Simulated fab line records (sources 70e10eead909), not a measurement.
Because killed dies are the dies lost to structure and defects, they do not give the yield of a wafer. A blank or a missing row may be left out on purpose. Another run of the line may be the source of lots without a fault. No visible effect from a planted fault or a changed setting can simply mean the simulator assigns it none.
Shared-tool check / flow nand harc / 33 wafers sampled across 11 lots

== THE REASON FOR OPENING IT ==
At NHARC_A_CHANNEL_HOLE_D1_INSPECT_40 the reading raw defect count is flagged on 2 of 11 lots. No-fault wafers: 63, standard deviation 15.
Rule: a lot is flagged when every wafer of it that has a number lies more than 4 standard deviations from that mean, or none has a number. As for the other lots, they are considered sound.

lot=L452; measured=day 9 07:36; on=defect inspect-01; raw defect count, wafer by wafer=65 62 60; flag=
lot=L451; measured=day 9 11:43; on=defect inspect-01; raw defect count, wafer by wafer=68 72 64; flag=
lot=L454; measured=day 9 15:54; on=defect inspect-01; raw defect count, wafer by wafer=84 82 78; flag=
lot=L457; measured=day 9 23:11; on=defect inspect-02; raw defect count, wafer by wafer=69 83 59; flag=
lot=L456; measured=day 10 00:13; on=defect inspect-02; raw defect count, wafer by wafer=69 63 63; flag=
lot=L460; measured=day 11 06:50; on=defect inspect-01; raw defect count, wafer by wafer=65 65 54; flag=
lot=L459; measured=day 11 11:01; on=defect inspect-02; raw defect count, wafer by wafer=51 42 72; flag=
lot=L462; measured=day 11 15:53; on=defect inspect-02; raw defect count, wafer by wafer=57 57 54; flag=
lot=L465; measured=day 12 09:44; on=defect inspect-02; raw defect count, wafer by wafer=1430 1339 1345; flag=FLAGGED
lot=L466; measured=day 12 19:32; on=defect inspect-02; raw defect count, wafer by wafer=1378 1335 1361; flag=FLAGGED
lot=L473; measured=day 14 10:34; on=defect inspect-01; raw defect count, wafer by wafer=59 85 68; flag=
The numbers of the flagged lots are 1365 on average: +1302 against the usual, or +87 standard deviations.

== EACH LOT AND THE TOOL IT RAN ON ==
The record holds 4 process steps before the reading, out of a route of 1159 steps. In each cell: the tool, then ch and the chambers that the sampled wafers went through, then the start.
lot=L452; flag=; NHARC_A_CHANNEL_HOLE_D1_ETCH_20=har etch-01 ch 0,1, day 9 01:58; NHARC_A_CHANNEL_HOLE_D1_ETCH_23=har etch-01 ch 0,1, day 9 03:17; NHARC_A_CHANNEL_HOLE_D1_ETCH_25=har etch-01 ch 0,1, day 9 04:45; NHARC_A_CHANNEL_HOLE_D1_XSEM_31=xsem-01 ch 0, day 9 07:31
lot=L451; flag=; NHARC_A_CHANNEL_HOLE_D1_ETCH_20=har etch-01 ch 0,1, day 9 06:14; NHARC_A_CHANNEL_HOLE_D1_ETCH_23=har etch-01 ch 0,1, day 9 07:41; NHARC_A_CHANNEL_HOLE_D1_ETCH_25=har etch-01 ch 0,1, day 9 09:12; NHARC_A_CHANNEL_HOLE_D1_XSEM_31=xsem-01 ch 0, day 9 11:37
lot=L454; flag=; NHARC_A_CHANNEL_HOLE_D1_ETCH_20=har etch-01 ch 0,1, day 9 10:17; NHARC_A_CHANNEL_HOLE_D1_ETCH_23=har etch-01 ch 0,1, day 9 11:37; NHARC_A_CHANNEL_HOLE_D1_ETCH_25=har etch-01 ch 0,1, day 9 13:05; NHARC_A_CHANNEL_HOLE_D1_XSEM_31=xsem-01 ch 0, day 9 15:48
lot=L457; flag=; NHARC_A_CHANNEL_HOLE_D1_ETCH_20=har etch-01 ch 0,1, day 9 17:36; NHARC_A_CHANNEL_HOLE_D1_ETCH_23=har etch-01 ch 0,1, day 9 18:55; NHARC_A_CHANNEL_HOLE_D1_ETCH_25=har etch-01 ch 0,1, day 9 20:23; NHARC_A_CHANNEL_HOLE_D1_XSEM_31=xsem-01 ch 0, day 9 23:05
lot=L456; flag=; NHARC_A_CHANNEL_HOLE_D1_ETCH_20=har etch-02 ch 0,1, day 9 18:27; NHARC_A_CHANNEL_HOLE_D1_ETCH_23=har etch-02 ch 0,1, day 9 19:47; NHARC_A_CHANNEL_HOLE_D1_ETCH_25=har etch-02 ch 0,1, day 9 21:14; NHARC_A_CHANNEL_HOLE_D1_XSEM_31=xsem-02 ch 0, day 10 00:07
lot=L460; flag=; NHARC_A_CHANNEL_HOLE_D1_ETCH_20=har etch-01 ch 0,1, day 11 01:15; NHARC_A_CHANNEL_HOLE_D1_ETCH_23=har etch-01 ch 0,1, day 11 02:35; NHARC_A_CHANNEL_HOLE_D1_ETCH_25=har etch-01 ch 0,1, day 11 04:02; NHARC_A_CHANNEL_HOLE_D1_XSEM_31=xsem-02 ch 0, day 11 06:44
lot=L459; flag=; NHARC_A_CHANNEL_HOLE_D1_ETCH_20=har etch-02 ch 0,1, day 11 04:52; NHARC_A_CHANNEL_HOLE_D1_ETCH_23=har etch-02 ch 0,1, day 11 06:15; NHARC_A_CHANNEL_HOLE_D1_ETCH_25=har etch-02 ch 0,1, day 11 07:44; NHARC_A_CHANNEL_HOLE_D1_XSEM_31=xsem-01 ch 0, day 11 10:56
lot=L462; flag=; NHARC_A_CHANNEL_HOLE_D1_ETCH_20=har etch-01 ch 0,1, day 11 10:21; NHARC_A_CHANNEL_HOLE_D1_ETCH_23=har etch-01 ch 0,1, day 11 11:44; NHARC_A_CHANNEL_HOLE_D1_ETCH_25=har etch-01 ch 0,1, day 11 13:14; NHARC_A_CHANNEL_HOLE_D1_XSEM_31=xsem-02 ch 0, day 11 15:47
lot=L465; flag=FLAGGED; NHARC_A_CHANNEL_HOLE_D1_ETCH_20=har etch-01 ch 0,1, day 12 04:08; NHARC_A_CHANNEL_HOLE_D1_ETCH_23=har etch-01 ch 0,1, day 12 05:31; NHARC_A_CHANNEL_HOLE_D1_ETCH_25=har etch-01 ch 0,1, day 12 07:01; NHARC_A_CHANNEL_HOLE_D1_XSEM_31=xsem-02 ch 0, day 12 09:38
lot=L466; flag=FLAGGED; NHARC_A_CHANNEL_HOLE_D1_ETCH_20=har etch-01 ch 0,1, day 12 14:04; NHARC_A_CHANNEL_HOLE_D1_ETCH_23=har etch-01 ch 0,1, day 12 15:36; NHARC_A_CHANNEL_HOLE_D1_ETCH_25=har etch-01 ch 0,1, day 12 17:08; NHARC_A_CHANNEL_HOLE_D1_XSEM_31=xsem-01 ch 0, day 12 19:26
lot=L473; flag=; NHARC_A_CHANNEL_HOLE_D1_ETCH_20=har etch-02 ch 0,1, day 14 04:59; NHARC_A_CHANNEL_HOLE_D1_ETCH_23=har etch-02 ch 0,1, day 14 06:18; NHARC_A_CHANNEL_HOLE_D1_ETCH_25=har etch-02 ch 0,1, day 14 07:45; NHARC_A_CHANNEL_HOLE_D1_XSEM_31=xsem-01 ch 0, day 14 10:28
What is done by these steps:
- NHARC_A_CHANNEL_HOLE_D1_ETCH_20: etches the open film in C4F8/O2/Ar, time 361.9 s, target depth 1600 nm.
- NHARC_A_CHANNEL_HOLE_D1_ETCH_23: etches the open film in C4F8/O2/Ar, time 819 s, target depth 1600 nm.
- NHARC_A_CHANNEL_HOLE_D1_ETCH_25: etches the open film in C4F8/O2/Ar, time 1040.2 s, target depth 1500 nm.
- NHARC_A_CHANNEL_HOLE_D1_XSEM_31
- NHARC_A_CHANNEL_HOLE_D1_INSPECT_40

== FLAGGED OVER TOTAL, TOOL BY TOOL (the gauges that took the reading come last) ==
step=NHARC_A_CHANNEL_HOLE_D1_ETCH_20; tool=har etch-01; lots run=8; flagged=2; share of the flagged lots=all; sound lots run after its first flagged lot=0
step=NHARC_A_CHANNEL_HOLE_D1_ETCH_20; tool=har etch-02; lots run=3; flagged=0; share of the flagged lots=none; sound lots run after its first flagged lot=-
step=NHARC_A_CHANNEL_HOLE_D1_ETCH_23; tool=har etch-01; lots run=8; flagged=2; share of the flagged lots=all; sound lots run after its first flagged lot=0
step=NHARC_A_CHANNEL_HOLE_D1_ETCH_23; tool=har etch-02; lots run=3; flagged=0; share of the flagged lots=none; sound lots run after its first flagged lot=-
step=NHARC_A_CHANNEL_HOLE_D1_ETCH_25; tool=har etch-01; lots run=8; flagged=2; share of the flagged lots=all; sound lots run after its first flagged lot=0
step=NHARC_A_CHANNEL_HOLE_D1_ETCH_25; tool=har etch-02; lots run=3; flagged=0; share of the flagged lots=none; sound lots run after its first flagged lot=-
step=NHARC_A_CHANNEL_HOLE_D1_XSEM_31; tool=xsem-01; lots run=7; flagged=1; share of the flagged lots=some; sound lots run after its first flagged lot=1 (L473)
step=NHARC_A_CHANNEL_HOLE_D1_XSEM_31; tool=xsem-02; lots run=4; flagged=1; share of the flagged lots=some; sound lots run after its first flagged lot=0
step=NHARC_A_CHANNEL_HOLE_D1_INSPECT_40; tool=defect inspect-01; lots run=5; flagged=0; share of the flagged lots=none; sound lots run after its first flagged lot=-
step=NHARC_A_CHANNEL_HOLE_D1_INSPECT_40; tool=defect inspect-02; lots run=6; flagged=2; share of the flagged lots=all; sound lots run after its first flagged lot=0

== WHAT THE TABLE ALLOWS ==
4 rows of the table ran every flagged lot: har etch-01 at NHARC_A_CHANNEL_HOLE_D1_ETCH_20, har etch-01 at NHARC_A_CHANNEL_HOLE_D1_ETCH_23, har etch-01 at NHARC_A_CHANNEL_HOLE_D1_ETCH_25, defect inspect-02 at NHARC_A_CHANNEL_HOLE_D1_INSPECT_40.
- har etch-01 at NHARC_A_CHANNEL_HOLE_D1_ETCH_20: 2 of its 8 lots flagged. Its last sound lot is L462 (day 11 10:21), its first flagged lot L465 (day 12 04:08): a fault that began between those two fits.
- har etch-01 at NHARC_A_CHANNEL_HOLE_D1_ETCH_23: 2 of its 8 lots flagged. Its last sound lot is L462 (day 11 11:44), its first flagged lot L465 (day 12 05:31): a fault that began between those two fits.
- har etch-01 at NHARC_A_CHANNEL_HOLE_D1_ETCH_25: 2 of its 8 lots flagged. Its last sound lot is L462 (day 11 13:14), its first flagged lot L465 (day 12 07:01): a fault that began between those two fits.
- defect inspect-02 at NHARC_A_CHANNEL_HOLE_D1_INSPECT_40: 2 of its 6 lots flagged. Its last sound lot is L462 (day 11 15:53), its first flagged lot L465 (day 12 09:44): a fault that began between those two fits.
These 2 tools cannot be told apart by counting lots, since each of them fits a fault that started at some hour. More lots, or a look at what each step does to the wafer, might.

== WHAT THE SIMULATOR HAD PUT IN ==
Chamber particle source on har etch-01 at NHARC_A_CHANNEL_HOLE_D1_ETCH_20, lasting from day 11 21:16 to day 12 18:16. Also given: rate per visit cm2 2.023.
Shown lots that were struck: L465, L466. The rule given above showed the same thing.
